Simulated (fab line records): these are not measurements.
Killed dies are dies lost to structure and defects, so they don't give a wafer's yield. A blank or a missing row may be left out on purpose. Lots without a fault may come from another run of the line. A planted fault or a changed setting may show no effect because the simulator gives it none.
Chamber matching ; flow nand_harc ; NHARC_A_STAIRCASE_TRIM_187 on rie_diel-13: 4 sister chambers
The step chemistry O2, time 211.2 s. 4 wafers are shown with their chamber, then 7 later ones without.

EACH WAFER AND ITS CHAMBER
wafer;chamber;showerhead_plenum_p_Torr (Torr)
L120.1;2;3.36
L132.6;0;3.50
L135.2;3;3.48
L135.3;1;3.74

WAFERS WHOSE CHAMBER IS MISSING
wafer;showerhead_plenum_p_Torr (Torr)
L135.5;3.49
L134.3;3.48
L134.4;3.34
L134.5;3.49
L136.2;3.49
L136.3;3.34
L136.5;3.49

EACH ONE'S CHAMBER
wafer;from the rows above;in truth
L135.5;can't be placed: 0 or 3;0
L134.3;can't be placed: 3 or 0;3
L134.4;2;2
L134.5;can't be placed: 0 or 3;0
L136.2;can't be placed: 0 or 3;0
L136.3;2;2
L136.5;can't be placed: 0 or 3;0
Placed correctly: 2 of 7. These rows do not allow placing 5 (true chamber among the candidates in 5). Number placed wrongly: 0.
How it was worked out, from the rows above alone: a wafer's distance from a chamber is the root of the sum, over the readings, of the square of ((its reading less the chamber's mean) divided by the reading's scatter). If the next closest chamber is less than 2 further off than the closest, the wafer can't be placed; otherwise it belongs to the closest. For every chamber, the mean is computed from those of its wafers that are shown. The scatter: root of mean squared gap, hidden wafer to nearest shown wafer, with one shown wafer a chamber.
